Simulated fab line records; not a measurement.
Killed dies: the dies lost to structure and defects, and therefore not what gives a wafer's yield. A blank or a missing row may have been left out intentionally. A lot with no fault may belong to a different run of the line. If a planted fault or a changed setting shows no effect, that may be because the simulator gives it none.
Which of the tools did it? + flow nand-harc + 12 lots with 36 wafers sampled at 2 steps, on a route of 1302 steps

## WHAT EACH GAUGE READ, for each wafer
NHARC_A_CHANNEL_HOLE_D2_INSPECT_40.
| lot  | measured     | on                | raw-defect-count |
|------|--------------|-------------------|------------------|
| L075 | day 13 20:38 | defect-inspect-01 | 289 292 322      |
| L077 | day 14 18:54 | defect-inspect-01 | 435 320 339      |
| L079 | day 15 17:27 | defect-inspect-02 | 339 304 381      |
| L081 | day 17 15:25 | defect-inspect-01 | 292 288 543      |
| L083 | day 17 11:04 | defect-inspect-01 | 284 406 223      |
| L084 | day 18 08:36 | defect-inspect-02 | 348 342 341      |
| L087 | day 18 20:15 | defect-inspect-01 | 283 316 223      |
| L089 | day 19 22:44 | defect-inspect-02 | 307 260 289      |
| L091 | day 20 16:38 | defect-inspect-02 | 286 289 226      |
| L093 | day 21 17:29 | defect-inspect-01 | 195 172 222      |
| L095 | day 22 12:35 | defect-inspect-02 | 264 170 249      |
| L097 | day 22 22:17 | defect-inspect-02 | 189 215 166      |

## EACH LOT AND THE TOOL THAT RAN IT (in order: tool; ch and the chambers of the sampled wafers; start)
| lot  | NHARC_A_ZERO_WELL_ETCH_13        |
|------|----------------------------------|
| L075 | rie-si-01 ch 0,2,3, day 7 10:17  |
| L077 | rie-si-01 ch 1,2,3, day 8 01:56  |
| L079 | rie-si-06 ch 0,3, day 8 15:19    |
| L081 | rie-si-06 ch 0,2,3, day 9 21:36  |
| L083 | rie-si-06 ch 1,2, day 10 13:35   |
| L084 | rie-si-06 ch 0,1,3, day 11 06:04 |
| L087 | rie-si-03 ch 0,1,3, day 12 01:58 |
| L089 | rie-si-01 ch 1,3, day 13 00:08   |
| L091 | rie-si-01 ch 0,1, day 14 01:22   |
| L093 | rie-si-03 ch 0,1,2, day 14 18:55 |
| L095 | rie-si-01 ch 0,2,3, day 15 12:03 |
| L097 | rie-si-03 ch 0,1,2, day 16 10:29 |
- NHARC_A_ZERO_WELL_ETCH_13: etches the open film in HBr/Cl2, target depth 120 nm, time 40.1 s.

## THE ANSWER, worked out from the rows above alone
Rule: what is usual is taken from the lots themselves. Put in order of their means at a reading, lots are off if they are a third of the lots or fewer, leave a main group of 4 or more, and stand apart from it by a gap of 3 or more times the standard deviation of the main group's means; of several such gaps the widest counts. If all means in a main group match to the digits the tables above print for the reading, that group is not used. Also off: a lot with no number at a reading for which 4 or more lots have one. Any other lot the step has rows for is counted as sound.
Across all readings shown, no lot is off: no conclusion can be drawn from this.

## WHAT THE SIMULATOR HAD PUT IN
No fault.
